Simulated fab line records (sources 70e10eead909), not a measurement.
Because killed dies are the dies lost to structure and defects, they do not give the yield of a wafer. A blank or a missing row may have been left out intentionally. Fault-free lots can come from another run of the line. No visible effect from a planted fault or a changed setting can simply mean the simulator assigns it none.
Chamber matching	flow nand-harc	4 sister chambers for NHARC_THIN_TSV_CMP_21 on cmp-01
The step polishes, t overpolish 30 s, target thk 2000 nm. 4 wafers are shown with their chamber, then 8 later ones without.

## WAFERS, EACH WITH ITS CHAMBER
wafer	chamber	motor-current-A (A)
L584.4	1	10.0
L590.4	2	13.1
L590.6	0	13.7
L593.1	3	12.3

## WAFERS WITHOUT THEIR CHAMBER
wafer	motor-current-A (A)
L593.3	10.4
L593.4	13.5
L600.3	9.9
L600.4	13.7
L600.5	13.4
L605.3	12.5
L605.4	10.3
L605.6	12.9

## EACH ONE'S CHAMBER
wafer	from the rows above	in truth
L593.3	1	1
L593.4	can't be placed: 0 or 2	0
L600.3	1	1
L600.4	0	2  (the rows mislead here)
L600.5	can't be placed: 0 or 2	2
L605.3	can't be placed: 3 or 2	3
L605.4	1	1
L605.6	can't be placed: 2 or 3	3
Correct placement for 3 of the 8. Can't be placed from these rows: 4 (the true chamber is among the candidates in 4). Number placed wrongly: 1.
How it was worked out, from the rows above alone: a wafer's distance from a chamber is the root of the sum, over the readings, of the square of ((its reading less the chamber's mean) divided by the reading's scatter). The wafer belongs to the nearest chamber; if the next one is less than 2 further off, it can't be placed. A chamber's mean is the mean of its shown wafers. The scatter (one wafer shown for each chamber): square how far every hidden wafer sits from the nearest shown wafer, average those squares and take the square root.
